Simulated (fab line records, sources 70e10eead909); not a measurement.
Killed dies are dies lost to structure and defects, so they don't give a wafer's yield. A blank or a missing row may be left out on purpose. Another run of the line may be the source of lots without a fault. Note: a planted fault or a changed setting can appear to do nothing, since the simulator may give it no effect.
fab line records	flow nandHarc
record lots=12	wafers=36	lastDay=24
route steps=1159 shown P_M0@268 END@1159
lots with no fault: from the same line, run without faults
startH: start of the lot's first displayed wafer, in hours after the record's first day	waitH: how many hours have passed since the lot's step before this one	" as in the row above	L1.1+2: several wafers, shown together as one row	- no value present, or no start provided	* or withheld: withheld	< > ~ a bound
route shown NAME@n: NAME is a module with steps in the file, n the number in the route of the first one	usual: average and standard deviation across the fault-free wafers	same: alike in all rows	chamber/n: place in a boat	sites: per-site readings	_std_site: the values' standard deviation	_edge_site: the outer-site mean with the inner-site mean subtracted	radiusMm: how far each site lies from the wafer's centre	mask NAME#n: copy n	behind: the tool/chamber that last shaped the wafer	hold: the reason the lot was held/the length of the hold in hours/how it ended	device: names the non-switching transistor (n, p or np)	end of line: tests of these same wafers at the route's end	a step without rows: its recipe alone	killed: not the wafer's yield, but the dies lost to structure and defects at the first sort	map: the dies of a wafer, with x for killed, . for not killed, _ for no die there
set.NAME: the setting that was run; set.NAME@STEP: the one run at that earlier step	model.NAME: the simulator's own value behind a step, which no gauge read
one table for each step of the route and one row for each wafer, over a sample of lots
services: the hour from which a tool's chamber was out of use, counted from the record's first day as startH (under 0 if before that day), plus the number of hours and why
## steps
# step NHARC_P_M0_ETCH_15
# recipe targetDepthA=1500	overetchA=150	timeS=82.5	c4f8FlowSccm=withheld	arFlowSccm=400	rfW=600	biasW=300	chemistry=C4F8/Ar
# usual oesProductAu=0.960/0.02	rfVppV=441.6/2.1
lot.wafer	tool	chamber	startH	waitH	oesProductAu	rfHoursCounterH	rfVppV
L270.1	rieDiel-12	3	-	-	0.975	7	439.6
L270.2	"	1	"	"	0.989	7	444.8
L270.5	"	2	"	"	0.979	-	442.1
L272.3	rieDiel-12	3	-	-	0.974	8	438.8
L272.4	"	0	"	"	0.949	8	445.9
L272.5	"	1	"	"	0.965	-	444.6
L274.1	rieDiel-10	2	-	-	0.941	10	443.0
L274.3	"	0	"	"	0.984	10	439.5
L274.4	"	1	"	"	0.966	10	442.9
L275.4	rieDiel-10	0	-	-	0.971	10	439.6
L275.1	"	1	"	"	0.956	10	442.5
L275.5	"	0	"	"	0.969	-	439.2
L277.3	rieDiel-10	2	-	-	0.933	10	443.2
L277.1	"	3	"	"	0.974	10	442.6
L277.6	"	2	"	"	0.944	-	442.1
L276.1	rieDiel-10	1	-	-	0.919	10	441.9
L276.3	"	2	"	"	0.905	10	442.8
L276.4	"	3	"	"	0.933	10	441.6
L278.4	rieDiel-10	0	-	-	0.963	11	438.5
L278.1	"	1	"	"	0.976	11	442.8
L278.2	"	2	"	"	0.969	11	442.3
L279.2	rieDiel-08	3	-	-	0.964	3	439.5
L279.4	"	0	"	"	0.974	3	443.1
L279.1	"	2	"	"	0.965	3	441.1
L284.1	rieDiel-10	3	-	-	0.956	0	443.2
L284.3	"	2	"	"	0.941	0	442.3
L284.5	"	0	"	"	0.987	-	440.8
L290.4	rieDiel-08	2	-	-	0.939	5	440.6
L290.2	"	3	"	"	0.906	6	440.5
L290.5	"	1	"	"	0.912	-	437.1
L291.3	rieDiel-10	2	-	-	0.948	5	443.0
L291.6	"	3	"	"	0.951	-	442.4
L291.5	"	0	"	"	0.971	-	440.4
L292.2	rieDiel-10	3	-	-	0.973	5	444.0
L292.3	"	1	"	"	0.957	3	443.1
L292.1	"	2	"	"	0.919	5	441.7
# step NHARC_P_M0_ECD_22
# recipe targetThkA=4000	bathTempC=25	material=Cu
lot.wafer	tool	chamber	startH	waitH
L270.2+1+5	ecdCu-01	0,1,1	126.66	-
L272.4+3+5	ecdCu-02	1,0,1	136.29	-
L274.1+4+3	ecdCu-02	1,0,1	141.42	-
L275.1+4+5	ecdCu-01	0	142.00	-
L277.1+3+6	ecdCu-02	1,1,0	155.91	-
L276.1+3+4	ecdCu-02	0,0,1	156.95	-
L278.1+2+4	ecdCu-02	1,0,0	171.96	-
L279.1+2+4	ecdCu-02	1,0,0	172.65	-
L284.1+3+5	ecdCu-01	0,1,0	195.71	-
L290.2+4+5	ecdCu-01	1,1,0	233.55	-
L291.3+6+5	ecdCu-02	1,1,0	247.14	-
L292.2+1+3	ecdCu-02	1,0,1	248.94	-
# step NHARC_P_M0_ANNEAL_30
# recipe tempC=225	timeS=90
# usual wafer_temp_C_max=226.18/0.28
lot.wafer	tool	chamber	startH	waitH	wafer_temp_C_max
L270.1	rtpAnneal-02	0	127.03	-	226.14
L270.2	"	0	"	"	225.63
L270.5	"	0	"	"	225.91
L272.3	rtpAnneal-01	0	136.68	-	226.16
L272.4	"	0	"	"	226.25
L272.5	"	0	"	"	225.70
L274.1	rtpAnneal-01	0	141.75	0.3	226.01
L274.3	"	0	"	"	225.81
L274.4	"	0	"	"	225.96
L275.1	rtpAnneal-01	0	142.33	0.3	226.26
L275.4	"	0	"	"	226.31
L275.5	"	0	"	"	226.41
L277.1	rtpAnneal-01	0	156.29	0.3	226.62
L277.3	"	0	"	"	226.15
L277.6	"	0	"	"	225.96
L276.1	rtpAnneal-01	0	157.67	0.7	225.96
L276.3	"	0	"	"	226.24
L276.4	"	0	"	"	226.15
L278.1	rtpAnneal-02	0	172.34	0.3	226.36
L278.2	"	0	"	"	226.34
L278.4	"	0	"	"	226.11
L279.1	rtpAnneal-01	0	173.03	-	226.26
L279.2	"	0	"	"	226.18
L279.4	"	0	"	"	226.04
L284.1	rtpAnneal-02	0	196.05	0.3	226.08
L284.3	"	0	"	"	225.97
L284.5	"	0	"	"	226.17
L290.2	rtpAnneal-02	0	233.98	0.4	226.18
L290.4	"	0	"	"	225.63
L290.5	"	0	"	"	226.06
L291.3	rtpAnneal-01	0	247.52	0.3	225.73
L291.5	"	0	"	"	226.21
L291.6	"	0	"	"	226.19
L292.1	rtpAnneal-02	0	249.31	-	226.12
L292.2	"	0	"	"	226.32
L292.3	"	0	"	"	226.82
# step NHARC_P_M0_CMP_23
# recipe tOverpolishS=20	targetThkNm=117.53
# usual motorCurrentA=12.3/1.2	padLifeWafers=257/150	timeToEndpointS=28.0/2.4
lot.wafer	tool	chamber	startH	waitH	motorCurrentA	padLifeWafers	timeToEndpointS
L270.2	cmp-01	0	127.44	-	12.5	194	30.2
L270.1	"	1	"	"	12.1	195	24.1
L270.5	"	2	"	"	12.7	-	25.8
L272.4	cmp-03	1	136.92	-	12.8	384	25.6
L272.3	"	2	"	"	11.8	385	28.7
L272.5	"	2	"	"	11.6	-	29.5
L274.4	cmp-04	3	142.10	-	14.2	222	26.5
L274.1	"	1	"	"	13.2	224	27.3
L274.3	"	2	"	"	11.6	225	26.4
L275.4	cmp-03	1	142.68	-	13.0	420	24.4
L275.1	"	2	"	"	11.2	421	27.9
L275.5	"	2	"	"	11.7	-	26.9
L277.1	cmp-03	0	156.64	-	11.4	516	32.2
L277.3	"	2	"	"	11.8	518	31.5
L277.6	"	0	"	"	12.0	-	32.3
L276.4	cmp-04	2	158.01	-	11.5	300	25.9
L276.3	"	0	"	"	10.9	302	24.2
L276.1	"	1	"	"	12.9	303	23.5
L278.4	cmp-03	0	172.69	-	11.4	54	16.2
L278.2	"	1	"	"	12.6	55	28.4
L278.1	"	2	"	"	11.9	56	15.5
L279.4	cmp-03	1	173.38	-	12.3	60	13.3
L279.2	"	2	"	"	11.5	61	28.3
L279.1	"	0	"	"	11.4	63	13.9
L284.3	cmp-03	2	196.41	-	11.8	229	29.1
L284.1	"	3	"	"	14.1	230	29.2
L284.5	"	2	"	"	12.0	-	29.1
L290.2	cmp-04	3	234.27	-	14.5	222	26.7
L290.4	"	2	"	"	12.6	225	26.5
L290.5	"	0	"	"	11.3	-	25.5
L291.3	cmp-01	2	247.82	-	12.4	398	26.5
L291.6	"	0	"	"	12.7	-	28.8
L291.5	"	1	"	"	11.7	-	21.6
L292.3	cmp-03	1	249.66	-	12.5	510	25.8
L292.2	"	2	"	"	11.6	511	26.8
L292.1	"	0	"	"	12.6	513	28.6
# step NHARC_P_M0_INSPECT_27
# usual rawDefectCount=316/130
lot.wafer	tool	chamber	startH	waitH	rawDefectCount
L270.1	defectInspect-01	-	127.86	0.0	171
L270.2	"	-	"	"	151
L270.5	"	-	"	"	144
L272.3	defectInspect-02	-	137.39	0.0	678
L272.4	"	-	"	"	580
L272.5	"	-	"	"	324
L274.1	defectInspect-01	-	142.57	0.0	417
L274.3	"	-	"	"	280
L274.4	"	-	"	"	300
L275.1	defectInspect-02	-	143.15	0.0	182
L275.4	"	-	"	"	385
L275.5	"	-	"	"	366
L277.1	defectInspect-01	-	157.11	0.0	351
L277.3	"	-	"	"	292
L277.6	"	-	"	"	347
L276.1	defectInspect-01	-	158.49	0.0	194
L276.3	"	-	"	"	485
L276.4	"	-	"	"	328
L278.1	defectInspect-01	-	173.16	0.0	217
L278.2	"	-	"	"	393
L278.4	"	-	"	"	496
L279.1	defectInspect-01	-	173.86	0.0	196
L279.2	"	-	"	"	212
L279.4	"	-	"	"	303
L284.1	defectInspect-02	-	196.86	0.0	242
L284.3	"	-	"	"	343
L284.5	"	-	"	"	381
L290.2	defectInspect-01	-	234.81	0.0	317
L290.4	"	-	"	"	587
L290.5	"	-	"	"	648
L291.3	defectInspect-02	-	248.29	0.0	175
L291.5	"	-	"	"	200
L291.6	"	-	"	"	142
L292.1	defectInspect-01	-	250.13	0.0	335
L292.2	"	-	"	"	298
L292.3	"	-	"	"	601
# step NHARC_END_SORT_01
# recipe tempC=25
# usual defectLimitedYield=95.3/1.7	killedAtArray=28/11	killedAtOther=0.8/1.1	killedAtPeriphery=3.3/2.8	killedDies=32/11	killedOpen=3.3/1.9	killedShort=1.9/1.4	sort_bin_2_pct=1.4/0.68	sort_bin_3_pct=0.25/0.24	sort_bin_4_pct=3.0/1.1	sortNPass=645/11	sortRimYieldPct=95.3/2.5	sortYieldPct=95.3/1.7
# same grossDies=677	sort_bin_5_pct[%]=0	sort_bin_6_pct[%]=0	sort_bin_7_pct[%]=0	sort_bin_8_pct[%]=0	sortRimNGross=106.00
lot.wafer	tool	chamber	startH	waitH	defectLimitedYield[%]	killedAtArray	killedAtOther	killedAtPeriphery	killedDies	killedOpen	killedShort	sort_bin_2_pct[%]	sort_bin_3_pct[%]	sort_bin_4_pct[%]	sortNPass	sortRimYieldPct[%]	sortYieldPct[%]
L270.1	prober-02	0	448.53	2.5	96.3	24	0	1	25	4	0	1.5	0.15	2.1	652	100.0	96.3
L270.2	prober-02	0	449.32	2.8	96.8	21	0	1	22	3	0	0.9	0.15	2.2	655	96.2	96.8
L270.5	prober-02	0	451.69	3.7	96.6	21	1	1	23	1	1	0.9	0.30	2.2	654	98.1	96.6
L272.3	prober-02	0	457.90	3.1	97.2	8	1	10	19	3	0	1.2	0	1.6	658	93.4	97.2
L272.4	prober-02	0	458.70	3.4	97.6	12	2	2	16	2	2	0.6	0	1.8	661	98.1	97.6
L272.5	prober-02	0	459.51	3.7	97.6	13	0	3	16	4	1	1.0	0	1.3	661	97.2	97.6
L274.1	prober-01	0	468.76	2.5	94.8	34	0	1	35	3	3	2.2	0.30	2.7	642	94.3	94.8
L274.3	prober-01	0	470.34	3.1	96.5	21	0	3	24	2	2	0.7	0.30	2.5	653	100.0	96.5
L274.4	prober-01	0	471.14	3.4	96.8	19	0	3	22	4	1	1.0	0	2.2	655	98.1	96.8
L275.1	prober-02	0	468.81	2.5	96.8	18	2	2	22	2	2	0.4	0.30	2.5	655	94.3	96.8
L275.4	prober-02	0	471.20	3.4	96.2	21	0	5	26	0	1	0.9	0	3.0	651	92.5	96.2
L275.5	prober-02	0	472.00	3.7	97.2	17	0	2	19	1	0	0.7	0	2.1	658	94.3	97.2
L277.1	prober-01	0	476.98	2.5	97.8	12	0	3	15	3	2	0.7	0.15	1.3	662	98.1	97.8
L277.3	prober-01	0	478.59	3.1	98.5	6	1	3	10	4	1	0.3	0	1.2	667	98.1	98.5
L277.6	prober-01	0	481.01	4.0	97.9	12	2	0	14	2	1	0.9	0.15	1.0	663	98.1	97.9
L276.1	prober-02	0	477.02	2.5	94.2	38	0	1	39	2	3	1.3	0.15	4.3	638	97.2	94.2
L276.3	prober-02	0	478.62	3.1	93.1	47	0	0	47	4	2	1.9	0.30	4.7	630	92.5	93.1
L276.4	prober-02	0	479.43	3.4	94.5	35	0	2	37	0	6	1.6	0.30	3.5	640	94.3	94.5
L278.1	prober-01	0	494.68	2.5	97.9	12	0	2	14	3	0	0.4	0	1.6	663	98.1	97.9
L278.2	prober-01	0	495.47	2.8	96.5	21	0	3	24	6	3	1.0	0.15	2.4	653	94.3	96.5
L278.4	prober-01	0	497.06	3.4	97.2	15	0	4	19	2	0	0.4	0	2.4	658	99.1	97.2
L279.1	prober-01	0	502.46	2.5	94.8	29	0	6	35	8	0	1.5	0.30	3.4	642	97.2	94.8
L279.2	prober-01	0	503.26	2.8	93.9	41	0	0	41	4	0	2.2	0.44	3.4	636	93.4	93.9
L279.4	prober-01	0	504.86	3.4	94.1	38	1	1	40	3	0	2.1	0.15	3.7	637	95.3	94.1
L284.1	prober-02	0	506.00	2.5	93.6	34	3	6	43	1	3	2.1	0.30	4.0	634	95.3	93.6
L284.3	prober-02	0	507.63	3.1	93.1	36	5	6	47	2	0	2.5	0.44	4.0	630	96.2	93.1
L284.5	prober-02	0	509.25	3.8	93.4	40	4	1	45	0	3	2.4	0.59	3.7	632	97.2	93.4
L292.1	prober-01	0	568.77	2.5	96.5	21	0	3	24	3	1	1.0	0	2.5	653	97.2	96.5
L292.2	prober-01	0	569.57	2.8	96.2	23	0	3	26	1	2	1.2	0.15	2.5	651	94.3	96.2
L292.3	prober-01	0	570.37	3.1	95.1	29	0	4	33	4	3	2.1	0.15	2.7	644	92.5	95.1
L290.2	prober-02	0	577.23	2.7	95.9	27	0	1	28	2	4	1.0	0.15	3.0	649	94.3	95.9
L290.4	prober-02	0	578.83	3.4	94.8	32	1	2	35	6	2	1.3	0.30	3.5	642	94.3	94.8
L290.5	prober-02	0	579.63	3.7	94.5	35	0	2	37	5	1	0.9	0.15	4.4	640	93.4	94.5
L291.3	prober-01	0	578.19	3.1	94.7	32	0	4	36	1	2	2.2	0	3.1	641	92.5	94.7
L291.5	prober-01	0	579.80	3.7	94.7	28	1	7	36	3	3	1.9	0.30	3.1	641	96.2	94.7
L291.6	prober-01	0	580.61	4.0	95.3	24	0	8	32	1	4	1.6	0	3.1	645	92.5	95.3
# killed by level:class
L270.1 A_CHANNEL_HOLE_D1:chamberFilmFlake=14 A_CONTACT:chamberFilmFlake=4 P_M0:geometricParticle:open=1 A_SOURCE_PLATE:geometricParticle:open=1 A_CHANNEL_FILL_D1:geometricParticle:open=1 A_M0:geometricParticle:open=1 A_ZERO_WELL:chamberFilmFlake=1 A_SLIT:unspecified=1
L270.2 A_CHANNEL_HOLE_D1:chamberFilmFlake=13 A_SLIT:chamberFilmFlake=3 A_CHANNEL_FILL_D1:geometricParticle:open=1 A_BLC:geometricParticle:open=1 A_M1:geometricParticle:open=1 P_CONTACT:chamberFilmFlake=1 A_ZERO_WELL:chamberFilmFlake=1 A_CONTACT:chamberFilmFlake=1
L270.5 A_CHANNEL_HOLE_D1:chamberFilmFlake=14 A_SLIT:chamberFilmFlake=2 A_CONTACT:chamberFilmFlake=2 P_GATE:geometricParticle:open=1 A_M1:geometricParticle:short=1 A_ZERO_WELL:chamberFilmFlake=1 A_STAIRCASE:chamberFilmFlake=1 THIN_TSV:chamberFilmFlake=1
L272.3 P_ZERO_WELL:chamberFilmFlake=5 P_BONDPAD:chamberFilmFlake=3 A_BLC:geometricParticle:open=2 P_STI:chamberFilmFlake=2 A_CHANNEL_HOLE_D1:chamberFilmFlake=2 A_CONTACT:geometricParticle:open=1 A_CHANNEL_FILL_D1:chamberFilmFlake=1 A_STAIRCASE:chamberFilmFlake=1
L272.4 A_CHANNEL_HOLE_D1:chamberFilmFlake=4 A_CONTACT:geometricParticle:open=2 A_CONTACT:chamberFilmFlake=2 THIN_TSV:chamberFilmFlake=2 A_ONON_D1:geometricParticle:short=1 A_WL_FILL:geometricParticle:short=1 P_GATE:chamberFilmFlake=1 P_BONDPAD:chamberFilmFlake=1
L272.5 A_STAIRCASE:chamberFilmFlake=3 A_CONTACT:chamberFilmFlake=3 A_CHANNEL_FILL_D1:geometricParticle:open=2 P_BONDPAD:chamberFilmFlake=2 A_STAIRCASE:geometricParticle:open=1 A_CONTACT:geometricParticle:short=1 A_BLC:geometricParticle:open=1 P_ZERO_WELL:chamberFilmFlake=1
L274.1 A_CHANNEL_HOLE_D1:chamberFilmFlake=19 A_CHANNEL_FILL_D1:chamberFilmFlake=3 A_STAIRCASE:chamberFilmFlake=3 A_SLIT:chamberFilmFlake=2 A_WL_FILL:chamberFilmFlake=2 P_GATE:geometricParticle:open=1 A_CHANNEL_FILL_D1:geometricParticle:short=1 A_CHANNEL_FILL_D1:geometricParticle:open=1
L275.1 A_SLIT:chamberFilmFlake=6 A_STAIRCASE:chamberFilmFlake=5 A_BLC:geometricParticle:open=2 THIN_TSV:chamberFilmFlake=2 A_CONTACT:geometricParticle:short=1 A_BLC:geometricParticle:short=1 P_ZERO_WELL:chamberFilmFlake=1 P_GATE:chamberFilmFlake=1
L274.3 A_CHANNEL_HOLE_D1:chamberFilmFlake=15 A_CONTACT:chamberFilmFlake=2 P_GATE:geometricParticle:open=1 A_CHANNEL_FILL_D1:geometricParticle:short=1 A_CONTACT:geometricParticle:short=1 A_CONTACT:geometricParticle:open=1 P_STI:chamberFilmFlake=1 P_GATE:chamberFilmFlake=1
L274.4 A_CHANNEL_HOLE_D1:chamberFilmFlake=13 A_SLIT:chamberFilmFlake=2 P_GATE:geometricParticle:open=1 P_CONTACT:geometricParticle:short=1 A_ONON_D1:geometricParticle:open=1 A_WL_FILL:geometricParticle:open=1 A_M0:geometricParticle:open=1 P_STI:chamberFilmFlake=1
L275.4 A_STAIRCASE:chamberFilmFlake=6 A_CHANNEL_HOLE_D1:chamberFilmFlake=5 A_SLIT:chamberFilmFlake=4 A_CONTACT:chamberFilmFlake=3 P_ZERO_WELL:chamberFilmFlake=2 P_GATE:chamberFilmFlake=2 A_WL_FILL:chamberFilmFlake=2 A_M0:geometricParticle:short=1
L275.5 A_SLIT:chamberFilmFlake=7 A_STAIRCASE:chamberFilmFlake=5 P_ZERO_WELL:chamberFilmFlake=2 A_CHANNEL_HOLE_D1:chamberFilmFlake=2 A_CONTACT:geometricParticle:open=1 A_WL_FILL:chamberFilmFlake=1 A_CONTACT:chamberFilmFlake=1
L277.1 A_CHANNEL_HOLE_D1:chamberFilmFlake=3 A_STAIRCASE:chamberFilmFlake=3 A_CONTACT:chamberFilmFlake=2 P_CONTACT:geometricParticle:open=1 A_CHANNEL_FILL_D1:geometricParticle:short=1 A_STAIRCASE:geometricParticle:open=1 A_SGD_CUT:geometricParticle:short=1 A_BLC:geometricParticle:open=1
L276.1 A_CHANNEL_HOLE_D1:chamberFilmFlake=15 A_SLIT:chamberFilmFlake=12 A_STAIRCASE:chamberFilmFlake=2 A_CONTACT:chamberFilmFlake=2 A_ONON_D1:geometricParticle:open=1 A_CHANNEL_HOLE_D1:geometricParticle:short=1 A_CHANNEL_FILL_D1:geometricParticle:short=1 A_WL_FILL:geometricParticle:short=1
L277.3 P_CONTACT:geometricParticle:open=2 A_STAIRCASE:chamberFilmFlake=2 A_CHANNEL_FILL_D1:geometricParticle:open=1 A_WL_FILL:geometricParticle:short=1 A_CONTACT:geometricParticle:open=1 P_GATE:chamberFilmFlake=1 A_ZERO_WELL:chamberFilmFlake=1 THIN_TSV:chamberFilmFlake=1
L276.3 A_CHANNEL_HOLE_D1:chamberFilmFlake=25 A_SLIT:chamberFilmFlake=12 A_CONTACT:geometricParticle:open=2 A_STAIRCASE:chamberFilmFlake=2 A_ONON_D1:geometricParticle:open=1 A_CHANNEL_FILL_D1:geometricParticle:short=1 A_CHANNEL_FILL_D1:geometricParticle:open=1 A_SGD_CUT:geometricParticle:short=1
L276.4 A_CHANNEL_HOLE_D1:chamberFilmFlake=19 A_SLIT:chamberFilmFlake=5 A_STAIRCASE:chamberFilmFlake=4 P_M2:geometricParticle:short=1 A_CHANNEL_HOLE_D1:geometricParticle:short=1 A_CHANNEL_FILL_D1:geometricParticle:short=1 A_SGD_CUT:geometricParticle:short=1 A_WL_FILL:geometricParticle:short=1
L277.6 A_CONTACT:chamberFilmFlake=5 A_WL_FILL:geometricParticle:open=2 A_CHANNEL_HOLE_D1:chamberFilmFlake=2 THIN_TSV:chamberFilmFlake=2 A_WL_FILL:geometricParticle:short=1 A_STAIRCASE:chamberFilmFlake=1 A_SGD_CUT:chamberFilmFlake=1
L278.1 A_CHANNEL_HOLE_D1:chamberFilmFlake=3 A_STAIRCASE:chamberFilmFlake=2 A_BLC:chamberFilmFlake=2 A_ONON_D1:geometricParticle:open=1 A_CONTACT:geometricParticle:open=1 A_BLC:geometricParticle:open=1 P_STI:chamberFilmFlake=1 P_GATE:chamberFilmFlake=1
L278.2 A_SGD_CUT:chamberFilmFlake=6 A_ZERO_WELL:chamberFilmFlake=3 A_CHANNEL_HOLE_D1:chamberFilmFlake=3 A_WL_FILL:geometricParticle:open=2 A_STAIRCASE:chamberFilmFlake=2 P_GATE:geometricParticle:open=1 P_M0:geometricParticle:open=1 P_M1:geometricParticle:open=1
L278.4 A_STAIRCASE:chamberFilmFlake=5 A_BLC:chamberFilmFlake=5 A_CHANNEL_HOLE_D1:chamberFilmFlake=3 P_STI:chamberFilmFlake=2 P_M1:chamberFilmFlake=2 A_SGD_CUT:geometricParticle:open=1 A_CONTACT:geometricParticle:open=1
L279.1 A_CHANNEL_HOLE_D1:chamberFilmFlake=13 A_SLIT:chamberFilmFlake=8 A_ZERO_WELL:chamberFilmFlake=3 P_M0:geometricParticle:open=2 A_STAIRCASE:chamberFilmFlake=2 P_GATE:geometricParticle:open=1 P_CONTACT:geometricParticle:open=1 P_M1:geometricParticle:open=1
L279.2 A_CHANNEL_HOLE_D1:chamberFilmFlake=16 A_SLIT:chamberFilmFlake=9 A_STAIRCASE:chamberFilmFlake=6 A_ZERO_WELL:chamberFilmFlake=3 A_CONTACT:chamberFilmFlake=3 A_SGD_CUT:geometricParticle:open=1 A_WL_FILL:geometricParticle:open=1 A_CONTACT:geometricParticle:open=1
L279.4 A_CHANNEL_HOLE_D1:chamberFilmFlake=17 A_STAIRCASE:chamberFilmFlake=8 A_SLIT:chamberFilmFlake=7 A_CONTACT:chamberFilmFlake=2 A_CONTACT:geometricParticle:open=1 A_BLC:geometricParticle:open=1 A_M1:geometricParticle:open=1 P_STI:chamberFilmFlake=1
L284.1 A_CHANNEL_HOLE_D1:chamberFilmFlake=20 A_CONTACT:chamberFilmFlake=5 THIN_TSV:chamberFilmFlake=3 P_M1:chamberFilmFlake=2 A_SLIT:chamberFilmFlake=2 P_M0:geometricParticle:open=1 A_CONTACT:geometricParticle:short=1 A_BLC:geometricParticle:short=1
L284.3 A_CHANNEL_HOLE_D1:chamberFilmFlake=22 A_STAIRCASE:chamberFilmFlake=6 A_CONTACT:chamberFilmFlake=6 THIN_TSV:chamberFilmFlake=5 P_M1:chamberFilmFlake=3 P_CONTACT:geometricParticle:open=1 P_M0:geometricParticle:open=1 P_M0:chamberFilmFlake=1
L284.5 A_CHANNEL_HOLE_D1:chamberFilmFlake=21 A_STAIRCASE:chamberFilmFlake=8 A_CONTACT:chamberFilmFlake=7 THIN_TSV:chamberFilmFlake=4 A_WL_FILL:geometricParticle:short=1 A_M0:geometricParticle:short=1 A_M1:geometricParticle:short=1 P_M1:chamberFilmFlake=1
L292.1 A_CONTACT:chamberFilmFlake=11 A_CHANNEL_HOLE_D1:chamberFilmFlake=7 P_CONTACT:geometricParticle:open=2 A_CHANNEL_FILL_D1:geometricParticle:short=1 A_M0:geometricParticle:open=1 P_ZERO_WELL:chamberFilmFlake=1 A_STAIRCASE:chamberFilmFlake=1
L292.2 A_CHANNEL_HOLE_D1:chamberFilmFlake=9 A_CONTACT:chamberFilmFlake=5 A_STAIRCASE:chamberFilmFlake=4 P_ZERO_WELL:chamberFilmFlake=3 A_CHANNEL_HOLE_D1:geometricParticle:short=1 A_CONTACT:geometricParticle:open=1 A_CONTACT:geometricParticle:short=1 A_CHANNEL_FILL_D1:chamberFilmFlake=1
L292.3 A_CONTACT:chamberFilmFlake=13 A_STAIRCASE:chamberFilmFlake=5 A_CONTACT:geometricParticle:open=4 P_ZERO_WELL:chamberFilmFlake=3 A_CHANNEL_FILL_D1:geometricParticle:short=2 A_CHANNEL_HOLE_D1:chamberFilmFlake=2 A_SLIT:chamberFilmFlake=2 A_SGD_CUT:geometricParticle:short=1
L290.2 A_SLIT:chamberFilmFlake=15 A_CHANNEL_HOLE_D1:chamberFilmFlake=5 A_CONTACT:geometricParticle:short=2 P_CONTACT:geometricParticle:short=1 A_ONON_D1:geometricParticle:open=1 A_CHANNEL_FILL_D1:geometricParticle:open=1 A_SGD_CUT:geometricParticle:short=1 A_WL_FILL:chamberFilmFlake=1
L291.3 A_SLIT:chamberFilmFlake=23 A_CHANNEL_HOLE_D1:chamberFilmFlake=5 P_M2:chamberFilmFlake=4 A_ONON_D1:geometricParticle:open=1 A_WL_FILL:geometricParticle:short=1 A_CONTACT:geometricParticle:short=1 A_WL_FILL:chamberFilmFlake=1
L290.4 A_SLIT:chamberFilmFlake=15 A_CHANNEL_HOLE_D1:chamberFilmFlake=5 A_WL_FILL:chamberFilmFlake=3 A_M0:geometricParticle:open=2 A_CONTACT:chamberFilmFlake=2 P_STI:geometricParticle:open=1 P_M2:geometricParticle:open=1 A_SOURCE_PLATE:geometricParticle:open=1
L290.5 A_SLIT:chamberFilmFlake=19 A_CHANNEL_HOLE_D1:chamberFilmFlake=7 A_CONTACT:chamberFilmFlake=4 P_CONTACT:geometricParticle:short=1 P_CONTACT:geometricParticle:open=1 A_SOURCE_PLATE:geometricParticle:open=1 A_SGD_CUT:geometricParticle:open=1 A_CONTACT:geometricParticle:open=1
L291.5 A_SLIT:chamberFilmFlake=16 A_CHANNEL_HOLE_D1:chamberFilmFlake=5 A_CONTACT:chamberFilmFlake=4 P_ZERO_WELL:chamberFilmFlake=3 P_CONTACT:geometricParticle:short=2 P_GATE:geometricParticle:open=1 A_WL_FILL:geometricParticle:open=1 A_M0:geometricParticle:open=1
L291.6 A_SLIT:chamberFilmFlake=10 A_CHANNEL_HOLE_D1:chamberFilmFlake=7 P_M2:chamberFilmFlake=5 A_CONTACT:chamberFilmFlake=3 P_GATE:geometricParticle:short=1 P_CONTACT:geometricParticle:short=1 A_ONON_D1:geometricParticle:short=1 A_CHANNEL_HOLE_D1:geometricParticle:open=1
## services
tool	chamber	startH	hours	kind
cmp-04	-	105.11	4.0	pm
rieDiel-10	0	106.50	-	clean
cmp-01	-	117.07	3.2	repair
rieDiel-08	-	124.80	9.0	pm
cmp-04	-	130.05	0.6	repair
cmp-01	-	133.97	3.2	repair
rieDiel-08	1	135.30	4.5	repair
cmp-01	-	140.08	0.4	repair
cmp-01	-	148.99	0.5	repair
cmp-04	-	151.76	1.1	repair
rieDiel-12	-	153.12	1.3	repair
cmp-04	-	154.51	0.9	repair
rieDiel-08	3	155.32	6.7	repair
cmp-03	-	156.93	4.0	pm
cmp-04	-	159.14	1.7	repair
rieDiel-12	1	165.50	4.3	repair
rieDiel-10	-	176.50	9.0	pm
cmp-01	-	179.50	4.0	pm
ecdCu-02	-	181.83	8.0	pm
rieDiel-08	2	182.84	1.2	repair
rieDiel-08	0	184.25	5.1	repair
rieDiel-12	-	202.40	9.0	pm
cmp-04	-	203.11	4.0	pm
rieDiel-10	1	228.82	9.9	repair
## key
firstSign step=NHARC_P_M0_CMP_23	reading=timeToEndpointS	direction=down	sigmas=5.6	usual=*	struck=*
effect none on later readings
metAt NHARC_P_M0_ECD_22
struckLots L278,L279
struckWafers L278.1,L278.4,L279.1,L279.4
notActingAt NHARC_P_M0_ETCH_15,NHARC_P_M0_ANNEAL_30,NHARC_P_M0_INSPECT_27
onsetBetween 156.95 171.96
fault kind=processParameterDrift	tool=ecdCu-02	chamber=-	onsetH=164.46	steps=NHARC_P_M0_ECD_22	channel=targetThkA	offset=*	shape=step	endH=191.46	scope=struckWafersOnly	actsIn=*	stated=*
